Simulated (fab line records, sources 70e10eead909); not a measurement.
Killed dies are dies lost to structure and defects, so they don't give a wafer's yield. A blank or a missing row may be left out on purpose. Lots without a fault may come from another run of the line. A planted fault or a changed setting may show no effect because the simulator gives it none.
Which tool did it? | flow nand_harc | 6 lots, 18 wafers sampled, at 2 steps of a route of 1159

WHAT THE GAUGES READ, wafer by wafer
NHARC_A_ONON_D1_THK_MEAS_24: measures by ellipsometry.
lot  | measured     | on            | thk_nm (nm)
L840 | day 8 09:07  | film_metro-01 | 1001 1000 1001
L841 | day 8 16:58  | film_metro-02 | 1010 1010 1009
L845 | day 9 13:53  | film_metro-02 | 984 981 983
L848 | day 10 05:44 | film_metro-01 | 1012 1011 1009
L853 | day 11 04:53 | film_metro-01 | 980 617 981
L862 | day 13 09:21 | film_metro-02 | 1011 1013 1014

WHICH TOOL RAN EACH LOT (tool, then ch and the chambers of the sampled wafers, then the start)
lot  | NHARC_A_ONON_D1_DEP_22
L840 | pecvd_onon-01 ch 0, day 8 08:36
L841 | pecvd_onon-04 ch 0, day 8 16:32
L845 | pecvd_onon-02 ch 0, day 9 13:21
L848 | pecvd_onon-01 ch 0, day 10 05:14
L853 | pecvd_onon-02 ch 0, day 11 04:23
L862 | pecvd_onon-01 ch 0, day 13 08:57
- NHARC_A_ONON_D1_DEP_22: target thk 1000 nm.

THE ANSWER, worked out from the rows above alone
Rule: what is usual is taken from the lots themselves. Put in order of their means at a reading, lots are off if they are a third of the lots or fewer, leave a main group of 4 or more, and stand apart from it by a gap of 3 or more times the standard deviation of the main group's means; of several such gaps the widest counts. A main group whose means are all the same, to the digits that the tables above print for the reading, isn't used. A lot without any number at a reading at which 4 lots or more have one is off too. The other lots that the step has rows for count as sound.
Off: L853, at NHARC_A_ONON_D1_THK_MEAS_24 (thk_nm). The main group: mean 1003 nm, standard deviation 11.
A tool fits if, at a process step before that reading, it ran every lot that is off, and no sound lot after the first of them. The gauges at NHARC_A_ONON_D1_THK_MEAS_24 are tried like those tools. Can't be told from this: 2 tools fit, pecvd_onon-02 at NHARC_A_ONON_D1_DEP_22, film_metro-01 at NHARC_A_ONON_D1_THK_MEAS_24.

WHAT THE SIMULATOR HAD PUT IN
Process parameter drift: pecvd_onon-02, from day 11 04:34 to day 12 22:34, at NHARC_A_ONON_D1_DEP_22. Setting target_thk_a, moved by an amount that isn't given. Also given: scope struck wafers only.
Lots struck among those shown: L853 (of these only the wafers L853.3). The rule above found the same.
